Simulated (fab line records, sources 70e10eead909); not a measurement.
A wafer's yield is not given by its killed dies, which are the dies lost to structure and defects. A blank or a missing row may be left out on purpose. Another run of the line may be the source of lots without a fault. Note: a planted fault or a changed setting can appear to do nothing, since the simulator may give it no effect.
Struck lot and sound lot, side by side	flow nandHarc	19 steps out of a route of 1159
Sound: wafers L861.2, L861.5, L861.6. Wafers L865.3, L865.4, L865.6 were the ones struck. At the end, the cause is stated.
Order at every step that has rows: each side's tool, ch and its chambers, its first start. Under that, the readings that differ: sound wafers	struck wafers	difference of the means	sigmas: that difference in standard deviations of wafers without a fault.
alike: same words and numbers on both sides, and readings whose means sit less than 2 such deviations apart. not compared: any withheld reading, any reading some wafer has no value for, any bound like >300 that may hide the same value, and any number with overlapping values for which the record gives no deviation.
The two part at a step that has a row with sigmas, a row that says differs or no value, or rows on one side only. Numbers that have no deviation but don't overlap get no sigmas and don't part them. A reading that every wafer of one side lacks parts them only if that side has two wafers or more.

NHARC_P_GATE_ALD_36: deposits SiNx, target thk 20 nm, pulse time 60 s, ald cycles 223.
  sound on aldSin-01 ch 2,3, day 5 12:39; struck on aldSin-01 ch 1,2, day 6 14:06
  alike: heaterPowerW, precursorPulseHeightRel
NHARC_P_GATE_ETCHBACK_37: etches the open film in CHF3/O2, target depth 34.5 nm, time 17.2 s.
  sound: rieDiel-05 ch 0,1,3; struck: rieDiel-08 ch 0,1,2
  alike: drypumpMotorCurrentA, oesProductAu, rfFwdPowerW, rfVppV, showerheadPlenumPTorr, throttleValvePct
  not compared: rfHoursCounterH
NHARC_P_GATE_STRIP_101: strips in O2, time 20 s.
  sound on rieDiel-05 ch 0,1,3, day 5 21:12; struck on rieDiel-08 ch 0,1,2, day 6 22:41
  alike: drypumpMotorCurrentA, oesProductAu, rfVppV, showerheadPlenumPTorr, throttleValvePct
  not compared: rfHoursCounterH
then, 9 steps without rows for these wafers: NHARC_P_GATE_PRECLEAN_97 (cleans in SPM, time 600 s); NHARC_P_GATE_SRD_98; NHARC_P_GATE_PRECLEAN_99 (cleans in SC1); NHARC_P_GATE_SRD_100; NHARC_P_GATE_DEHYDRATE_38 (time 120 s); NHARC_P_GATE_HMDS_39 (time 30 s); NHARC_P_GATE_COAT_40; NHARC_P_GATE_SOFTBAKE_41 (time 95 s); NHARC_P_GATE_EBR_42.
NHARC_P_GATE_EXPOSE_43: exposes mask P NSD, target cd 720 nm.
  sound on krfScanner-01 ch 0, day 5 21:58; struck on krfScanner-01 ch 0, day 6 23:23
  alike: mask, exposureDoseMJCm2, reticleTempC
then, 2 steps without rows for these wafers: NHARC_P_GATE_PEB_44 (peb time 85 s); NHARC_P_GATE_DEVELOP_45 (time 70 s).
NHARC_P_GATE_CD_MEAS_46: the cd target is 720 nm.
  sound on cdSem-01 ch 0, day 5 22:07; struck on cdSem-03 ch 0
reading	sound	struck	difference	sigmas
cdNm (nm)	717.3 720.1 715.9	724.1 728.4 735.9	+11.7	+6
  not compared: hold
NHARC_P_GATE_DESCUM_48: chemistry O2, time 3 s.
  sound on rieDiel-08 ch 2,3, day 5 22:17; struck on rieDiel-05 ch 0,3, day 7 05:01
reading	sound	struck	difference	sigmas
model.P_GATE.cdNm (nm)	716.3 720.3 715.2	724.1 728.5 735.9	+12.2	
  alike: drypumpMotorCurrentA, oesProductAu, rfVppV, showerheadPlenumPTorr, throttleValvePct
  not compared: rfHoursCounterH
then, 1 step without rows for these wafers: NHARC_P_GATE_IMPLANT_49.
-- break in the record here, with 16 days between the starts of the struck wafers on either side (left off in module P_GATE, picked up again in module END, where the first step shown is number 1159 on the route) --
NHARC_END_SORT_01:
  the record has rows for the struck wafers here (prober-02 ch 0, day 22 18:40) and none for the sound ones

== WHERE THEY PART ==
Earliest at NHARC_P_GATE_CD_MEAS_46; latest, in this record, at NHARC_END_SORT_01.

WHY: what had been put in by the simulator
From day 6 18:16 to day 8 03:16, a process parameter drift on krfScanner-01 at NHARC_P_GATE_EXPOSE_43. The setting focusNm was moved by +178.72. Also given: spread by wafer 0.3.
